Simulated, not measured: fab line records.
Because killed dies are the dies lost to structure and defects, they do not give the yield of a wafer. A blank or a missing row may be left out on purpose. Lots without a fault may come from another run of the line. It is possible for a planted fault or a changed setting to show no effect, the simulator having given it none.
Problem report, 8D (eight disciplines) form, completed by code | flow nand-harc | the parts of the form that need people (team, actions taken, sign-off) are left out

1. PROBLEM STATEMENT
At NHARC_P_M0_CMP_23, time-to-endpoint-s averages 10 s over 2 wafers from 2 lots, while fault-free wafers read 29 s, standard deviation 3.4. Relative to the usual mean, that is a shift of -5.6 standard deviations.
The step: polishes, t overpolish 20 s, target thk 117.54 nm.
First seen on wafer L244.2, day 8 08:07, on cmp-02. The record holds 42 wafers of 14 lots with a number at this step. By rule, "out" or "out of limits" means more than 4 standard deviations away from the usual mean. The rest of the wafers with a number are treated as sound.

2. WHAT IT IS; WHAT IT IS NOT
question                    | is                 | is not
which readings at this step | time-to-endpoint-s | motor-current-A
which lots                  | L244, L246         | L240, L241, L245, L253, L254, L255, L257, L258, L259, L260, L262, L263
which wafers of those lots  | L244.2, L246.2     | L244.1, L244.5, L246.1, L246.5
read on which tools         | cmp-02, cmp-04     | cmp-03
when                        | from day 8 08:07   | up to then (11 sound wafers); but 29 sound wafers of L246, L253, L254, L255, L257, L258, L259, L260, L262, L263 came after

3. SUSPECTS, AND WHAT RULES EACH OUT
Counting: any tool at a process step up to the reading remains a suspect provided it ran every lot that is out. Sound lots after the first of them don't rule it out here, since some wafers of a struck lot are sound.
- rie-diel-12 at NHARC_P_M0_STRIP_18 (strips in N2/H2): kept. It ran every lot that is out, first L244 (day 8 06:31); its last sound lot up to then is L241 (day 6 13:50).
- ecd-cu-01 at NHARC_P_M0_ECD_22 (material Cu, target thk 400 nm): kept. It ran every lot that is out, first L244 (day 8 07:23); its last sound lot up to then is L245 (day 8 05:32).
- rtp-anneal-02 at NHARC_P_M0_ANNEAL_30 (time 90 s): kept. It ran every lot that is out, first L244 (day 8 07:46); its last sound lot up to then is L245 (day 8 05:58).
rie-diel-12 at NHARC_P_M0_STRIP_18, ecd-cu-01 at NHARC_P_M0_ECD_22 and rtp-anneal-02 at NHARC_P_M0_ANNEAL_30 are what is left after counting.

4. THE CAUSE (what the simulator had put in)
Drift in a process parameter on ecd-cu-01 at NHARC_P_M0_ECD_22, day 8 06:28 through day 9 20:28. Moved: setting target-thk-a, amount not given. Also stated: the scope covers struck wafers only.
Counting leaves 3 suspects; this tool is one of them.

5. THE EFFECT CHAIN, in route order
One row per reading whose mean, taken over the struck wafers that have a number, lies over 3 standard deviations from the usual. Only readings for which the record gives a usual standard deviation are gone through. hours: the time from each lot's start at the first step in this table that gives one to its start at this step, as a median over the lots. sigmas: the change in usual standard deviations.
hours | step              | reading            | usual | on struck wafers | change | sigmas
0     | NHARC_P_M0_CMP_23 | time-to-endpoint-s | 29 s  | 10               | -19    | -5.6
The process steps in it:
- NHARC_P_M0_CMP_23: polishes, t overpolish 20 s, target thk 117.54 nm.

6. HOW IT WOULD HAVE BEEN CAUGHT EARLIER
2 hours passed between the start of the fault at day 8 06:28 and the first reading out of limits in this record, taken at day 8 08:07.
L246, from the lots that are out (2), started NHARC_P_M0_ECD_22 on ecd-cu-01 later than day 8 08:07. Holding the tool at that time would have saved it.
